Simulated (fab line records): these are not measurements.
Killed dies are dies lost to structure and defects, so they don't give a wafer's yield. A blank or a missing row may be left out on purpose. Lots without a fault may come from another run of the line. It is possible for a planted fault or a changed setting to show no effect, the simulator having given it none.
Chamber matching | flow nandHarc | 3 sister chambers for NHARC_A_CONTACT_ETCH_88 on rieDiel-11
The step etches the open film in CF4, target depth 39 nm, time 65 s. 16 wafers are shown with their chamber, then 4 later ones without.

## WAFERS WITH THEIR CHAMBER
wafer  | chamber | drypumpMotorCurrentA (A) | showerheadPlenumPTorr (Torr) | oesProductAu (a.u.)
L256.2 | 1       | 5.5                      | 1.79                         | 0.996
L256.4 | 0       | 5.2                      | 1.83                         | 1.006
L256.5 | 1       | 5.5                      | 1.79                         | 0.987
L262.1 | 0       | 5.2                      | 1.83                         | 1.005
L262.3 | 3       | 6.5                      | 1.67                         | 0.988
L262.5 | 1       | 5.5                      | 1.78                         | 0.978
L263.3 | 3       | 6.5                      | 1.67                         | 1.013
L263.5 | 0       | 5.2                      | 1.83                         | 1.007
L263.6 | 1       | 5.5                      | 1.78                         | 0.996
L264.3 | 1       | 5.5                      | 1.78                         | 0.994
L264.4 | 0       | 5.2                      | 1.83                         | 0.998
L264.6 | 3       | 6.5                      | 1.67                         | 1.002
L266.1 | 1       | 5.5                      | 1.78                         | 1.000
L266.5 | 1       | 5.4                      | 1.78                         | 0.998
L266.6 | 0       | 5.2                      | 1.83                         | 1.007
L273.1 | 1       | 5.5                      | 1.78                         | 0.987

SIGNATURES (means of the wafers above)
reading               | chamber 0 | chamber 1 | chamber 3 | scatter within a chamber
drypumpMotorCurrentA  | 5.200     | 5.487     | 6.500     | 0.0259
showerheadPlenumPTorr | 1.8300    | 1.7825    | 1.6700    | 0.0034
oesProductAu          | 1.00460   | 0.99200   | 1.00100   | 0.00761
Rule: for a wafer and a chamber, the distance is found by dividing, reading by reading, the gap between the wafer's reading and the chamber's mean by the reading's scatter, squaring, summing and taking the root. If the next closest chamber is less than 2 further off than the closest, the wafer can't be placed; otherwise it belongs to the closest. The scatter: take each reading less its chamber's mean, square it, sum over the shown wafers, divide by the number of wafers less the number of chambers, and take the root.

## WAFERS WHOSE CHAMBER IS MISSING
wafer  | drypumpMotorCurrentA (A) | showerheadPlenumPTorr (Torr) | oesProductAu (a.u.)
L273.5 | 5.2                      | 1.83                         | 1.008
L277.4 | 5.2                      | 1.83                         | 1.004
L277.5 | 6.6                      | 1.66                         | 1.003
L276.1 | 5.5                      | 1.78                         | 0.997

## THE CHAMBER EACH PASSED THROUGH
wafer  | from the rows above | in truth
L273.5 | 0                   | 0
L277.4 | 0                   | 0
L277.5 | 3                   | 3
L276.1 | 1                   | 1
Correctly placed: 4 of 4. Can't be placed from these rows: 0. Wrongly placed: 0.
